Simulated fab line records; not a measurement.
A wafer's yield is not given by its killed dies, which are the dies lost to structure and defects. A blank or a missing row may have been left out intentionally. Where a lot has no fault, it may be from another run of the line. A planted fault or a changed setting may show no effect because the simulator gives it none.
A lot that was struck, set against a sound lot | flow n5 finfet | 15 steps out of a route of 1938
Sound: the wafers L674.1, L674.5, L674.6. Struck: wafer L684.3. (L684.2, L684.4 of the same lot were not struck and are left out.) The cause comes at the end.
At each step with rows: each side's tool, then ch and its chambers, then its first start. Under that, the readings that differ: sound wafers | struck wafers | difference of the means | sigmas: that difference in standard deviations of wafers without a fault.
alike: readings with means less than 2 such deviations apart, plus words and numbers identical on both sides. not compared: withheld readings, readings lacking a value on some wafer, bounds such as >300 that could conceal the same value, and numbers that have no deviation in the record and whose values overlap.
Wherever a step has rows on one side only, a row that says differs or no value, or a row with sigmas, the two part there. Non-overlapping numbers with no deviation appear without sigmas and do not part them. A reading missing from all wafers of one side parts the sides only when that side holds two or more wafers.

first, 4 steps without rows for these wafers: N5_MOL_CONTACT_COAG_SOFTBAKE_35 (time 60 s); N5_MOL_CONTACT_COAG_EXPOSE_37 (exposes mask VD, defocus 0 nm); N5_MOL_CONTACT_COAG_PEB_38 (peb time 60 s); N5_MOL_CONTACT_COAG_DEVELOP_39 (develop time 30 s).
N5_MOL_CONTACT_COAG_CD_MEAS_40: target cd 25.1 nm.
  sound on cd sem-02 ch 0, day 5 03:54; struck on cd sem-03 ch 0, day 7 14:21
  alike: cd nm
N5_MOL_CONTACT_COAG_OVL_MEAS_41:
  sound on overlay-01 ch 0, day 5 03:56; struck on overlay-02 ch 0, day 7 14:23
  alike: VD_OVL
N5_MOL_CONTACT_COAG_INSPECT_42: inspects for defects (brightfield).
  sound on defect inspect-02, day 5 04:00; struck on defect inspect-01, day 7 14:26
  alike: raw defect count
N5_MOL_CONTACT_COAG_DESCUM_45: chemistry O2, time 7 s.
  sound on rie diel-04 ch 0,1, day 5 04:02; struck on rie diel-04 ch 2, day 7 14:28
  reading                | sound          | struck | difference | sigmas
  throttle valve pct (%) | 20.7 20.7 20.6 | 19.9   | -0.8       | -2
  alike: chamber pressure mTorr, drypump motor current A, oes product au, rf vpp V, showerhead plenum p Torr
  not compared: rf hours counter h
N5_MOL_CONTACT_COAG_ETCH_65: etches underlayer in N2/H2, target depth 13 nm, time 10.4 s.
  sound on rie diel-04 ch 0,1, day 5 04:04; struck on rie diel-04 ch 2, day 7 14:30
  alike: bias w, chamber pressure mTorr, drypump motor current A, etch rf on time s, oes product au, rf fwd power W, rf vpp V, showerhead plenum p Torr, throttle valve pct
  not compared: rf hours counter h
N5_MOL_CONTACT_COAG_ETCH_66: etches SiARC in CF4, target depth 13 nm, time 21.7 s.
  sound on rie diel-04 ch 0,1, day 5 04:05; struck on rie diel-04 ch 2, day 7 14:31
  reading                | sound             | struck | difference | sigmas
  bias w (W)             | 35.84 36.04 35.91 | 36.14  | +0.21      | +2
  rf vpp V (V)           | 185.8 185.9 184.0 | 183.2  | -2.0       | -2
  throttle valve pct (%) | 15.71 15.73 15.81 | 15.09  | -0.66      | -2
  alike: chamber pressure mTorr, drypump motor current A, etch rf on time s, oes product au, rf fwd power W, showerhead plenum p Torr
  not compared: rf hours counter h
N5_MOL_CONTACT_COAG_ALD_133: deposits SiO2, target thk 5 nm, pulse time 1 s, co reactant pulse time 1 s.
  sound on ald sin-01 ch 1,2, day 5 04:11; struck on ald sin-03 ch 3, day 7 14:36
  alike: heater power w, precursor pulse height rel
N5_MOL_CONTACT_COAG_ETCHBACK_134: etches SiO2 in CHF3, target depth 10 nm, time 6.7 s.
  sound on rie diel-04 ch 2,3, day 5 04:22; struck on rie diel-06 ch 3, day 7 14:50
  reading                     | sound             | struck | difference | sigmas
  drypump motor current A (A) | 5.7 5.5 5.7       | 6.5    | +0.9       | +2
  oes product au (a.u.)       | 0.91 0.98 0.92    | 0.71   | -0.23      | -2
  throttle valve pct (%)      | 18.19 18.16 18.20 | 18.87  | +0.69      | +2
  alike: bias w, chamber pressure mTorr, rf vpp V, showerhead plenum p Torr
  not compared: rf hours counter h
N5_MOL_CONTACT_COAG_ETCH_67: etches SOC in N2/H2, target depth 60 nm, overetch 21 nm, time 101.2 s.
  sound on rie diel-04 ch 2,3, day 5 04:23; struck on rie diel-06 ch 3, day 7 14:52
  reading                                             | sound             | struck | difference | sigmas
  drypump motor current A (A)                         | 5.7 5.6 5.7       | 6.5    | +0.8       | +2
  oes product au (a.u.)                               | 0.76 0.81 0.76    | 0.60   | -0.18      | -2
  rf fwd power W (W)                                  | 836.7 837.4 834.2 | 1033.3 | +197.2     | +68
  rf vpp V (V)                                        | 525.5 526.7 524.9 | 489.3  | -36.4      | -15
  throttle valve pct (%)                              | 17.3 17.2 17.3    | 18.1   | +0.8       | +3
  model.SiARC_of_MOL_CONTACT_COAG_COAT_63.thk nm (nm) | 5.6 5.6 5.6       | 5.4    | -0.2       |
  alike: bias w, chamber pressure mTorr, showerhead plenum p Torr
  not compared: rf hours counter h
then, 1 step without rows for these wafers: N5_MOL_CONTACT_COAG_STRIP_68 (strips in N2/H2).
-- a jump in the record: the struck wafers' starts before and after are 2 days apart (it breaks off in module MOL_CONTACT_COAG and resumes in module BEOL_M4, where the first step shown is number 1111 of the route) --
N5_BEOL_M4_RC_MEAS_101:
  sound on prober-02 ch 0, day 7 23:59; struck on prober-02 ch 0, day 10 02:45
  reading       | sound       | struck | difference | sigmas
  ION_N (uA/um) | 670 660 670 | 694    | +27        | +2
  ION_P (uA/um) | 457 447 455 | 471    | +18        | +2
  alike: DIBL_N, DIBL_P, IOFF_N, IOFF_P, SS_N, SS_P, VT_N, VT_P

== WHERE THEY PART ==
Earliest at N5_MOL_CONTACT_COAG_DESCUM_45; latest, in this record, at N5_BEOL_M4_RC_MEAS_101.

WHY: whatever the simulator had introduced
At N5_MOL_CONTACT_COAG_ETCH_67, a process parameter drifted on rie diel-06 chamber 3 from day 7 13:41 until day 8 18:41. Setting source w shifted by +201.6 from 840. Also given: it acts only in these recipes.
